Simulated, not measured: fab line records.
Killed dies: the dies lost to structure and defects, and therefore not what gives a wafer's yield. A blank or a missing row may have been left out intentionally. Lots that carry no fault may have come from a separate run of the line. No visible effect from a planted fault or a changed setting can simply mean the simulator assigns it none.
fab line records	flow n5_finfet
[record] lots = 6	wafers = 18	last_day = 17
route steps=1938 shown HKMG_FIN@391 BEOL_M4@1111 PASSIVATION@1936
lots with no fault: from the same line, run without faults
start_h: hours from the record's opening day to when the first of the lot's shown wafers began	wait_h: how many hours have passed since the lot's step before this one	" unchanged from the row above	L1.1+2: several wafers, shown together as one row	- value missing, or start not given	* or withheld: withheld	< > ~ a bound
route shown NAME@n: NAME is a module with steps in the file, n the number in the route of the first one	usual: mean/standard deviation of fault-free wafers	same: alike in all rows	chamber/n: place in a boat	sites: the reading at each site	_std_site: their standard deviation	_edge_site: inner sites' mean taken away from outer sites' mean	radius_mm: for every site, how far away it sits from the centre of the wafer	mask NAME#n: copy n	behind: the last tool/chamber to shape the wafer	hold: why the lot was held/for how many hours/how that ended	device: the transistor (n, p or np) that didn't switch	end of line: tests of these same wafers at the route's end	a step with no rows: only its recipe	killed: count of dies lost to structure and defects at first sort (not the wafer's yield)	map: a wafer's dies, x killed, . not, _ none there
set.NAME: the setting as run; set.NAME@STEP: as run at that earlier step	model.NAME: the simulator's own value behind a step, which no gauge read
lots at selected steps of the route; one table per step, one row per wafer
services: when a tool's chamber went out of use (start_h, in hours from the record's first day, below 0 if earlier), for how many hours, and the reason
[[steps]]
[step N5_HKMG_FIN_COAT_42]
[recipe] resist = SiARC	temp_c = 220	time_s = 60	spin_rpm = 1500	resist_thk_nm = 35
[step N5_HKMG_FIN_COAT_43]
[recipe] resist = CAR-ArF	spin_rpm = 1500	resist_thk_nm = 90
[step N5_HKMG_FIN_EBR_45]
[recipe] solvent = PGMEA	ebr_width_mm = 1.5
[step N5_HKMG_FIN_SOFTBAKE_44]
[recipe] temp_c = 110	time_s = 60	resist = CAR-ArF
[step N5_HKMG_FIN_EXPOSE_46]
[recipe] mask_id = NDIPOLE	na = 1.35	source_shape = conventional	sigma_outer = 0.8	polarization = unpolarized	dose_mj = 40
[step N5_HKMG_FIN_PEB_47]
[recipe] peb_temp_c = withheld	peb_time_s = 60	resist = CAR-ArF
[step N5_HKMG_FIN_DEVELOP_48]
[recipe] develop_time_s = 30	developer = TMAH	resist = CAR-ArF	rinse_liquid = diw	dry = air_spin	dev_temp_c = 23
[step N5_HKMG_FIN_CD_MEAS_49]
[recipe] target_cd_nm = 202	landing_energy_ev = 500	detector = se_inlens	polarity = opening
[usual] cd_nm = 202.0/0.87
lot.wafer	tool	chamber	start_h	wait_h	cd_nm
L912.1	cd_sem-01	0	77.96	-	203.3
L912.3	"	0	"	"	201.5
L912.4	"	0	"	"	201.7
L920.2	cd_sem-02	0	119.45	-	202.4
L920.3	"	0	"	"	202.5
L920.6	"	0	"	"	203.1
L926.2	cd_sem-01	0	156.81	-	201.8
L926.3	"	0	"	"	201.8
L926.6	"	0	"	"	203.2
L927.1	cd_sem-01	0	163.62	-	202.6
L927.3	"	0	"	"	202.8
L927.5	"	0	"	"	201.9
L928.1	cd_sem-01	0	165.73	-	202.7
L928.4	"	0	"	"	200.9
L928.5	"	0	"	"	201.3
L935.4	cd_sem-01	0	209.04	-	202.1
L935.5	"	0	"	"	202.1
L935.6	"	0	"	"	200.3
[step N5_HKMG_FIN_OVL_MEAS_50]
[recipe] points_per_wafer = 44
[usual] NDIPOLE_OVL = -0.1/0.78
lot.wafer	tool	chamber	start_h	wait_h	NDIPOLE_OVL[nm]
L912.1	overlay-02	0	77.99	0.0	0.0
L912.3	"	0	"	"	-0.9
L912.4	"	0	"	"	0.2
L920.2	overlay-02	0	119.48	0.0	0.5
L920.3	"	0	"	"	0.1
L920.6	"	0	"	"	-0.3
L926.2	overlay-02	0	156.83	0.0	-0.2
L926.3	"	0	"	"	0.2
L926.6	"	0	"	"	1.0
L927.1	overlay-02	0	163.65	0.0	0.2
L927.3	"	0	"	"	0.7
L927.5	"	0	"	"	-0.2
L928.1	overlay-02	0	165.76	0.0	0.0
L928.4	"	0	"	"	0.5
L928.5	"	0	"	"	0.2
L935.4	overlay-02	0	209.07	0.0	-0.9
L935.5	"	0	"	"	-0.3
L935.6	"	0	"	"	-0.1
[step N5_HKMG_FIN_INSPECT_61]
[recipe] mode = adi	inspect_instrument = macro
[usual] raw_defect_count = 2.0/1.3
lot.wafer	tool	chamber	start_h	wait_h	raw_defect_count
L912.1	defect_inspect-02	-	78.01	0.0	2
L912.3	"	-	"	"	0
L912.4	"	-	"	"	2
L920.2	defect_inspect-02	-	119.50	0.0	1
L920.3	"	-	"	"	2
L920.6	"	-	"	"	2
L926.2	defect_inspect-02	-	156.86	0.0	1
L926.3	"	-	"	"	1
L926.6	"	-	"	"	3
L927.1	defect_inspect-01	-	163.67	0.0	3
L927.3	"	-	"	"	1
L927.5	"	-	"	"	2
L928.1	defect_inspect-01	-	165.78	0.0	1
L928.4	"	-	"	"	2
L928.5	"	-	"	"	0
L935.4	defect_inspect-02	-	209.10	0.0	3
L935.5	"	-	"	"	1
L935.6	"	-	"	"	1
[step N5_HKMG_FIN_DESCUM_53]
[recipe] chemistry = O2	time_s = 7.9	source_power_w = 50	bias_power_w = 20	pressure_mtorr = 20	rf_frequency_hz = 2.712e+07	temp_c = 40	resist = CAR-ArF	o2_flow_sccm = 225
[usual] chamber_pressure_mTorr = 20.000/0.019	drypump_motor_current_A = 5.6/0.37	oes_product_au = 0.79/0.094	rf_vpp_V = 242.9/1.2	showerhead_plenum_p_Torr = 2.07/0.058	throttle_valve_pct = 20.28/0.27
lot.wafer	tool	chamber	start_h	wait_h	chamber_pressure_mTorr	drypump_motor_current_A	oes_product_au	rf_hours_counter_h	rf_vpp_V	showerhead_plenum_p_Torr	throttle_valve_pct
L912.1	rie_diel-01	0	78.16	0.1	19.984	5.8	0.74	176	241.7	1.99	20.31
L912.3	"	3	"	"	20.011	5.3	0.72	151	243.9	2.19	20.43
L912.4	"	2	"	"	20.012	5.9	0.70	229	242.6	2.07	20.42
L920.2	rie_diel-04	3	119.81	0.3	20.010	5.0	0.78	145	241.1	1.99	20.27
L920.3	"	0	"	"	20.008	6.1	0.74	211	242.6	2.05	20.21
L920.6	"	3	"	"	19.987	4.9	0.78	-	242.5	1.99	20.28
L926.2	rie_diel-04	0	157.16	0.3	20.036	6.1	0.72	223	241.8	2.04	20.24
L926.3	"	3	"	"	20.013	4.9	0.77	158	242.5	1.98	20.30
L926.6	"	1	"	"	20.004	5.4	0.93	-	243.6	2.05	20.33
L927.1	rie_diel-03	0	163.71	0.0	20.025	6.4	0.73	181	242.1	2.07	20.47
L927.3	"	3	"	"	19.997	5.4	0.69	226	242.6	2.07	20.86
L927.5	"	2	"	"	19.998	5.7	0.93	-	243.9	2.12	19.80
L928.1	rie_diel-04	1	165.87	0.1	19.985	5.4	0.91	22	244.7	2.05	20.33
L928.4	"	0	"	"	20.000	6.1	0.72	226	240.8	2.04	20.26
L928.5	"	1	"	"	20.008	5.4	0.92	-	242.7	2.05	20.34
L935.4	rie_diel-03	1	209.13	0.0	20.005	5.1	0.88	21	243.7	2.13	20.28
L935.5	"	0	"	"	19.997	6.3	0.70	-	242.3	2.06	20.49
L935.6	"	1	"	"	19.981	5.1	0.87	-	244.6	2.13	20.29
[step N5_HKMG_FIN_ETCH_54]
[recipe] chemistry = CF4	target = SiARC	target_depth_a = 455	mask_material = CAR-ArF	time_s = 75.8	ion_energy_ev = 80	pressure_mtorr = 40	source_w = 545	bias_w = 36	Ar_flow_sccm = 100	cf4_flow_sccm = 100	ends = cleared
[usual] chamber_pressure_mTorr = 40.00/0.035	drypump_motor_current_A = 5.6/0.37	etch_rf_on_time_s = 74.6/1.8	oes_product_au = 0.68/0.076	rf_vpp_V = 183.9/1.1	showerhead_plenum_p_Torr = 2.12/0.055	throttle_valve_pct = 15.53/0.28
lot.wafer	tool	chamber	start_h	wait_h	chamber_pressure_mTorr	drypump_motor_current_A	etch_rf_on_time_s	oes_product_au	rf_hours_counter_h	rf_vpp_V	showerhead_plenum_p_Torr	throttle_valve_pct
L912.1	rie_diel-01	0	78.19	0.0	39.99	5.7	72.8	0.65	176	181.7	2.05	15.64
L912.3	"	3	"	"	40.05	5.3	75.9	0.63	151	185.3	2.23	15.60
L912.4	"	2	"	"	40.02	5.9	73.7	0.58	229	183.6	2.13	15.79
L920.2	rie_diel-04	3	119.84	0.0	39.96	4.9	79.0	0.66	145	181.6	2.06	15.61
L920.3	"	0	"	"	40.00	6.1	73.9	0.63	211	182.7	2.11	15.66
L920.6	"	3	"	"	40.01	4.9	78.7	0.66	-	182.6	2.06	15.63
L926.2	rie_diel-04	0	157.20	0.0	40.01	6.0	75.6	0.62	223	184.0	2.11	15.70
L926.3	"	3	"	"	40.00	4.9	79.5	0.65	158	182.6	2.05	15.66
L926.6	"	1	"	"	39.96	5.4	74.4	0.79	-	182.9	2.09	15.40
L927.1	rie_diel-03	0	163.74	0.0	39.99	6.3	75.9	0.62	181	183.1	2.14	15.83
L927.3	"	3	"	"	39.98	5.4	74.3	0.60	226	184.3	2.10	16.00
L927.5	"	2	"	"	40.03	5.7	74.3	0.78	-	184.6	2.17	15.04
L928.1	rie_diel-04	1	165.90	0.0	40.01	5.4	73.8	0.78	22	182.7	2.09	15.40
L928.4	"	0	"	"	40.01	6.1	74.2	0.63	226	183.3	2.11	15.70
L928.5	"	1	"	"	40.00	5.4	74.3	0.78	-	185.8	2.09	15.40
L935.4	rie_diel-03	1	209.16	0.0	40.06	5.1	71.8	0.78	21	183.6	2.17	15.36
L935.5	"	0	"	"	40.00	6.3	76.3	0.61	-	183.2	2.14	15.85
L935.6	"	1	"	"	40.09	5.1	72.2	0.78	-	184.3	2.17	15.36
[step N5_HKMG_FIN_ETCH_55]
[recipe] chemistry = N2/H2	target = SOC	target_depth_a = 2400	temp_c = 40	time_s = 300	ion_energy_ev = 200	mask_material = SiARC	pressure_mtorr = 30	source_w = 840	bias_w = 150	n2_flow_sccm = 200	h2_flow_sccm = 200
[usual] chamber_pressure_mTorr = 30.002/0.025	drypump_motor_current_A = 5.6/0.37	h2_flow_sccm = 200.0/0.65	oes_product_au = 0.79/0.09	rf_vpp_V = 523.3/2	showerhead_plenum_p_Torr = 2.52/0.065	throttle_valve_pct = 17.7/0.31
lot.wafer	tool	chamber	start_h	wait_h	chamber_pressure_mTorr	drypump_motor_current_A	h2_flow_sccm	oes_product_au	rf_hours_counter_h	rf_vpp_V	showerhead_plenum_p_Torr	throttle_valve_pct
L912.1	rie_diel-01	0	78.25	0.0	29.988	5.8	200.1	0.77	176	520.4	2.42	17.7
L912.3	"	3	"	"	29.970	5.4	199.6	0.73	151	525.7	2.64	17.7
L912.4	"	2	"	"	29.975	5.9	199.3	0.69	229	522.7	2.52	18.0
L920.2	rie_diel-04	3	119.90	0.0	29.963	4.9	200.8	0.77	145	520.6	2.46	18.0
L920.3	"	0	"	"	29.998	6.1	200.3	0.74	211	523.7	2.49	17.6
L920.6	"	3	"	"	29.987	5.0	201.0	0.77	-	520.6	2.46	17.9
L926.2	rie_diel-04	0	157.25	0.0	29.952	6.1	221.1	0.73	223	520.5	2.54	18.2
L926.3	"	3	"	"	30.006	4.9	220.1	0.77	158	522.0	2.52	18.6
L926.6	"	1	"	"	29.992	5.4	220.6	0.96	-	522.7	2.55	18.4
L927.1	rie_diel-03	0	163.80	0.0	30.007	6.4	201.0	0.73	181	524.2	2.52	17.8
L927.3	"	3	"	"	29.972	5.4	200.2	0.70	226	522.7	2.52	18.3
L927.5	"	2	"	"	29.992	5.6	200.3	0.94	-	525.1	2.60	17.3
L928.1	rie_diel-04	1	165.96	0.0	29.983	5.4	219.7	0.93	22	522.9	2.55	18.4
L928.4	"	0	"	"	29.967	6.1	220.7	0.73	226	523.0	2.54	18.2
L928.5	"	1	"	"	29.971	5.4	219.8	0.93	-	522.0	2.55	18.4
L935.4	rie_diel-03	1	209.22	0.0	29.967	5.1	200.8	0.92	21	524.9	2.58	17.7
L935.5	"	0	"	"	30.028	6.4	199.9	0.70	-	524.5	2.51	17.9
L935.6	"	1	"	"	30.025	5.1	200.5	0.91	-	524.4	2.58	17.7
[step N5_HKMG_FIN_STRIP_56]
[recipe] chemistry = N2/H2	temp_c = 40	n2_flow_sccm = 200	h2_flow_sccm = 200	rf_frequency_hz = 6e+07
[step N5_BEOL_M4_RC_MEAS_101]
[usual] DIBL_N = 36.2/2	DIBL_P = 36.1/2.4	IOFF_N = 0.16/0.035	IOFF_P = 0.22/0.041	ION_N = 675/14	ION_P = 465/8.6	SS_N = 71.5/0.64	SS_P = 73.2/0.76	VT_N = 250/3.9	VT_P = -249/3.4
lot.wafer	tool	chamber	start_h	wait_h	DIBL_N[mV/V]	DIBL_P[mV/V]	IOFF_N[nA/um]	IOFF_P[nA/um]	ION_N[uA/um]	ION_P[uA/um]	SS_N[mV/dec]	SS_P[mV/dec]	VT_N[mV]	VT_P[mV]
L912.1	prober-02	0	174.89	0.0	37.8	35.9	0.18	0.20	681	456	71.7	73.5	249	-251
L912.3	"	0	"	"	38.3	37.9	0.21	0.25	699	473	72.1	73.6	246	-247
L912.4	"	0	"	"	35.1	33.2	0.14	0.17	670	455	70.4	73.0	250	-252
L920.2	prober-01	0	213.38	0.2	37.6	39.5	0.20	0.28	695	472	71.6	73.4	246	-245
L920.3	"	0	"	"	37.8	40.3	0.21	0.30	688	479	71.5	73.7	245	-243
L920.6	"	0	"	"	36.3	36.5	0.17	0.24	683	467	71.7	72.4	248	-246
L926.2	prober-01	0	262.41	0.2	37.3	35.4	0.16	0.21	664	455	71.4	73.5	249	-248
L926.3	"	0	"	"	34.5	33.3	0.13	0.19	674	474	71.1	72.5	249	-247
L926.6	"	0	"	"	36.0	34.2	0.14	0.19	682	467	70.9	73.3	250	-250
L927.1	prober-02	0	264.19	0.0	36.1	36.4	0.16	0.22	680	467	71.8	72.4	249	-249
L927.3	"	0	"	"	38.4	39.1	0.21	0.26	705	477	72.2	74.0	245	-246
L927.5	"	0	"	"	40.5	41.2	0.26	0.30	701	474	73.4	74.6	243	-246
L928.1	prober-01	0	264.24	0.0	37.9	37.7	0.17	0.24	681	466	72.2	73.2	251	-245
L928.4	"	0	"	"	35.6	35.9	0.13	0.21	671	474	71.3	72.7	253	-249
L928.5	"	0	"	"	35.6	34.7	0.13	0.20	663	468	71.7	72.9	249	-248
L935.4	prober-01	0	315.28	0.5	33.0	33.1	0.11	0.15	665	453	70.3	72.6	258	-256
L935.5	"	0	"	"	33.5	33.3	0.12	0.15	671	453	70.7	72.2	255	-256
L935.6	"	0	"	"	34.9	34.8	0.13	0.17	675	459	71.2	73.0	254	-254
[step N5_PASSIVATION_PROBE_49]
[usual] defect_limited_yield = 91.1/1.4	killed_at_M0_to_M3 = 36/9.9	killed_at_M4_up = 13/5.8	killed_at_contacts = 14/5.9	killed_at_front_end = 39/11	killed_at_other = 3.4/2.9	killed_dies = 105/17	killed_open = 70/13	killed_short = 34/7.3	sort_bin_5_function = 5.3/1	sort_bin_6_memory = 3.3/0.62	sort_n_pass = 1075/17	sort_yield_pct = 91.1/1.4
[same] gross_dies = 1180	killed_at_back_side = 0	sort_bin_4_leakage[%] = 0	sort_bin_8_speed[%] = 0
lot.wafer	tool	chamber	start_h	wait_h	defect_limited_yield[%]	killed_at_M0_to_M3	killed_at_M4_up	killed_at_contacts	killed_at_front_end	killed_at_other	killed_dies	killed_open	killed_short	sort_bin_5_function[%]	sort_bin_6_memory[%]	sort_n_pass	sort_yield_pct[%]
L920.2	prober-01	-	322.70	0.1	91.9	34	10	13	32	6	95	55	40	4.3	3.6	1085	91.9
L920.3	prober-01	-	322.75	0.1	92.4	13	8	17	51	1	90	54	36	4.7	2.5	1090	92.4
L920.6	prober-01	-	322.90	0.3	91.8	21	14	14	48	0	97	69	27	4.6	3.4	1083	91.8
L926.2	prober-02	-	384.63	0.1	91.7	30	13	19	36	0	98	67	29	4.5	3.6	1082	91.7
L926.3	prober-02	-	384.68	0.1	93.6	21	8	13	32	2	76	54	20	4.1	2.3	1104	93.6
L926.6	prober-02	-	384.83	0.3	92.8	32	11	9	28	5	85	56	28	4.3	2.6	1095	92.8
// killed by level:class
L920.2 MOL_CONTACT_COAG:geometric_particle:open=10 BEOL_M0_SAQP:geometric_particle:open=8 BEOL_M0_SAQP:geometric_particle:short=7 STI_FIN_REVEAL:geometric_particle:open=6 GATE_CUT:geometric_particle:short=6 BEOL_M1:geometric_particle:short=6 BEOL_M2:geometric_particle:open=5 GATE_CUT:geometric_particle:open=4
L920.3 MOL_CONTACT_COAG:geometric_particle:open=13 FIN_SAQP:geometric_particle:short=11 FIN_SAQP:geometric_particle:open=10 STI_FIN_REVEAL:geometric_particle:open=5 BEOL_M1:geometric_particle:short=5 GATE_CUT:geometric_particle:short=5 DUMMY_GATE:geometric_particle:open=4 BEOL_M3:geometric_particle:open=4
L920.6 MOL_CONTACT_COAG:geometric_particle:open=14 STI_FIN_REVEAL:geometric_particle:open=13 FIN_SAQP:geometric_particle:short=9 BEOL_M2:geometric_particle:open=7 BEOL_M4:geometric_particle:open=6 GATE_CUT:geometric_particle:short=5 ILD0:geometric_particle:open=4 BEOL_M0_SAQP:geometric_particle:short=4
L926.2 MOL_CONTACT_COAG:geometric_particle:open=17 FIN_SAQP:geometric_particle:open=9 BEOL_M0_SAQP:geometric_particle:short=9 BEOL_M0_SAQP:geometric_particle:open=9 FIN_SAQP:geometric_particle:short=6 BEOL_M2:geometric_particle:open=6 BEOL_M3:geometric_particle:open=4 BEOL_M8:geometric_particle:open=4
L926.3 MOL_CONTACT_COAG:geometric_particle:open=10 FIN_SAQP:geometric_particle:open=8 DUMMY_GATE:geometric_particle:open=5 BEOL_M0_SAQP:geometric_particle:open=5 BEOL_M0_SAQP:geometric_particle:short=5 STI_FIN_REVEAL:geometric_particle:open=4 FIN_SAQP:geometric_particle:short=3 MOL_CONTACT_COAG:geometric_particle:short=3
L926.6 BEOL_M0_SAQP:geometric_particle:short=9 DUMMY_GATE:geometric_particle:open=8 MOL_CONTACT_COAG:geometric_particle:open=8 BEOL_M0_SAQP:geometric_particle:open=7 BEOL_M2:geometric_particle:open=7 ILD0:geometric_particle:open=5 BEOL_M2:geometric_particle:short=4 STARTING-WAFER:geometric_particle:short=4
[[services]]
tool	chamber	start_h	hours	kind
rie_diel-04	1	65.99	7.4	repair
rie_diel-04	2	76.84	9.3	repair
rie_diel-03	2	79.37	-	clean
rie_diel-03	2	79.37	-	consumable_replace:focus_ring
rie_diel-03	2	79.37	18.4	scheduled_down
rie_diel-03	2	79.37	18.4	vent_cycle
rie_diel-04	1	87.21	-	clean
rie_diel-04	1	87.21	-	consumable_replace:focus_ring
rie_diel-04	1	87.21	17.0	scheduled_down
rie_diel-04	1	87.21	17.0	vent_cycle
rie_diel-01	3	88.38	7.8	repair
rie_diel-04	3	90.75	21.3	repair
rie_diel-03	1	119.26	-	clean
rie_diel-03	1	119.26	-	consumable_replace:focus_ring
rie_diel-03	1	119.26	19.8	scheduled_down
rie_diel-03	1	119.26	19.8	vent_cycle
rie_diel-01	2	131.19	-	clean
rie_diel-01	2	131.19	-	consumable_replace:esc
rie_diel-01	2	131.19	-	consumable_replace:focus_ring
rie_diel-01	2	131.19	22.0	scheduled_down
rie_diel-01	2	131.19	22.0	vent_cycle
rie_diel-01	0	134.94	7.9	repair
rie_diel-03	1	188.21	2.4	repair
rie_diel-01	1	202.82	3.8	repair
[[key]]
[first_sign] step = N5_HKMG_FIN_ETCH_55	reading = h2_flow_sccm	direction = up	sigmas = 31	usual = 200.0	struck = 220.3
[effect] step = N5_HKMG_FIN_ETCH_55	reading = throttle_valve_pct	direction = up	sigmas = 2.3	usual = *	struck = *	wafers_moved = 4
met_at N5_HKMG_FIN_ETCH_55
struck_wafers L926.2,L926.3,L926.6,L928.1,L928.4,L928.5
onset_between 119.90 157.25
[fault] kind = process_parameter_drift	tool = rie_diel-04	chamber = -	onset_h = 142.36	steps = N5_HKMG_FIN_ETCH_55	channel = h2_flow_sccm	offset = 20	shape = step	end_h = 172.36	acts_in = these_recipes_only	stated = 200
